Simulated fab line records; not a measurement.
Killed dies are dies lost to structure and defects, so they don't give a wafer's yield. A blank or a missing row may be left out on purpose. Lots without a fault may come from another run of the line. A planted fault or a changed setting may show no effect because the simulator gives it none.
Struck lot and sound lot, side by side ; flow n5_finfet ; 16 out of 1938 route steps
Sound: the wafers L971.1, L971.3, L971.6. Struck: wafers L970.3, L970.4, L970.5. The cause is given at the end.
Each step with rows lists, per side, the tool, then ch with its chambers, then its first start. Under that, the readings that differ: sound wafers ; struck wafers ; difference of the means ; sigmas: that difference in standard deviations of wafers without a fault.
alike: a reading whose means differ by less than 2 such deviations, as well as words and numbers matching on both sides. not compared: withheld readings; readings where some wafer has no value; bounds like >300 that might hide an equal value; numbers whose values overlap and for which the record gives no deviation.
A row with sigmas, a row that says differs or no value, or rows on one side alone: a step with any of these is where the two part. Numbers that have no deviation but don't overlap get no sigmas and don't part them. A reading that every wafer of one side lacks parts them only if that side has two wafers or more.

N5_MOL_CONTACT_COAG_CD_MEAS_08 targets a cd of 28 nm.
  sound on cd_sem-03 ch 0, day 6 11:28; struck on cd_sem-01 ch 0, day 6 06:27
reading;sound;struck;difference;sigmas
cd_nm (nm);28.34 28.15 28.41;27.91 27.97 27.30;-0.57;-2
N5_MOL_CONTACT_COAG_OVL_MEAS_09:
  sound on overlay-02 ch 0, day 6 11:30; struck on overlay-02 ch 0, day 6 06:29
  alike: CA_OVL
N5_MOL_CONTACT_COAG_INSPECT_10: inspects for defects (brightfield).
  sound on defect_inspect-01, day 6 11:34; struck on defect_inspect-01, day 6 06:32
  alike: raw_defect_count
then, 1 step without rows for these wafers: N5_MOL_CONTACT_COAG_DESCUM_13 (chemistry O2, time 7 s).
N5_MOL_CONTACT_COAG_ETCH_59: etches underlayer in N2/H2, target depth 13 nm, time 10.4 s.
  sound on rie_diel-01 ch 1,3, day 6 11:55; struck on rie_diel-06 ch 0,2,3, day 6 06:37
  alike: bias_w, chamber_pressure_mTorr, drypump_motor_current_A, etch_rf_on_time_s, oes_product_au, rf_vpp_V, showerhead_plenum_p_Torr, throttle_valve_pct
  not compared: rf_hours_counter_h
N5_MOL_CONTACT_COAG_ETCH_105: etches SiARC in CF4, target depth 15.6 nm, time 26 s.
  sound on rie_diel-01 ch 1,3, day 6 11:56; struck on rie_diel-06 ch 0,2,3, day 6 06:38
  alike: bias_w, cf4_flow_sccm, chamber_pressure_mTorr, drypump_motor_current_A, etch_rf_on_time_s, oes_product_au, rf_vpp_V, showerhead_plenum_p_Torr, throttle_valve_pct
  not compared: rf_hours_counter_h
then, 3 steps without rows for these wafers: N5_MOL_CONTACT_COAG_ETCH_106 (etches SOC in N2/H2, target depth 80 nm, overetch 16 nm, time 120 s); N5_MOL_CONTACT_COAG_STRIP_107 (strips in N2/H2); N5_MOL_CONTACT_COAG_STRIP_108 (strips in N2/H2).
N5_MOL_CONTACT_COAG_CONTACT_ETCH_14: etches SiO2 in C4F6/O2, target depth 27.5 nm, overetch 8.5 nm, time 20 s.
  sound on rie_diel-01 ch 1,3, day 6 12:04; struck on rie_diel-06 ch 0,2,3, day 6 06:46
reading;sound;struck;difference;sigmas
O2_flow_sccm (sccm);9.97 10.03 9.93;10.04 10.01 10.07;+0.06;+2
  alike: C4F6_flow_sccm, bias_w, chamber_pressure_mTorr, drypump_motor_current_A, oes_product_au, rf_vpp_V, showerhead_plenum_p_Torr, throttle_valve_pct
  not compared: rf_hours_counter_h
then, 1 step without rows for these wafers: N5_MOL_CONTACT_COAG_STRIP_109 (strips in C4F6/O2).
N5_MOL_CONTACT_COAG_ETCH_15: etches SiNx in CH3F/O2, stops on Si:P, target depth 7 nm.
  sound on rie_diel-01 ch 1,3, day 6 12:05; struck on rie_diel-06 ch 0,2,3, day 6 06:47
  alike: CH3F_flow_sccm, O2_flow_sccm, bias_w, chamber_pressure_mTorr, drypump_motor_current_A, oes_product_au, rf_vpp_V, showerhead_plenum_p_Torr, throttle_valve_pct
  not compared: rf_hours_counter_h
N5_MOL_CONTACT_COAG_ETCH_110: etches Si in CF4/O2, target depth 2.5 nm, time 8 s.
  sound on rie_diel-01 ch 1,3, day 6 12:09; struck on rie_diel-06 ch 0,2,3, day 6 06:51
  no value came back on the struck wafers for any of 8 readings (O2_flow_sccm (sccm), bias_w (W) and others); on the sound wafers O2_flow_sccm (sccm) reads 10.010 10.059 9.981
reading;sound;struck;difference;sigmas
model.SiGe-B_of_SD_EPI_P_EPI_21.thk_nm (nm);58.8 58.6 58;59.6 61.4 59.8;+1.8;
model.SOC_of_MOL_CONTACT_COAG_COAT_103.thk_nm (nm);73.2 73.8 73.2;75.6 75.6 75.4;+2.1;
  not compared: rf_hours_counter_h
N5_MOL_CONTACT_COAG_STRIP_98: strips in N2/H2.
  sound on rie_diel-01 ch 1,3, day 6 12:12; struck on rie_diel-06 ch 0,2,3, day 6 06:54
  alike: chamber_pressure_mTorr, drypump_motor_current_A, oes_product_au, rf_vpp_V, showerhead_plenum_p_Torr, throttle_valve_pct
  not compared: rf_hours_counter_h
-- record jumps: 4 days separate the struck wafers' starts on either side; left off in module MOL_CONTACT_COAG, taken up again in module BEOL_M4, whose first shown step is the route's number 1111 --
N5_BEOL_M4_RC_MEAS_101:
  sound on prober-01 ch 0, day 9 21:25; struck on prober-02 ch 0, day 10 00:11
  alike: DIBL_N, DIBL_P, IOFF_N, IOFF_P, ION_N, ION_P, SS_N, SS_P, VT_N, VT_P
-- here the record skips 4 days between the struck wafers' starts before and after, leaving off in module BEOL_M4 and picking up in module PASSIVATION (first step shown: number 1936 of the route) --
N5_PASSIVATION_PROBE_49:
  only the struck wafers here have rows in the record (prober-02, day 14 03:11); the sound ones have none

## WHERE THEY PART
Last at N5_PASSIVATION_PROBE_49 as far as this record goes, first at N5_MOL_CONTACT_COAG_CD_MEAS_08.

WHY: what the simulator had put in
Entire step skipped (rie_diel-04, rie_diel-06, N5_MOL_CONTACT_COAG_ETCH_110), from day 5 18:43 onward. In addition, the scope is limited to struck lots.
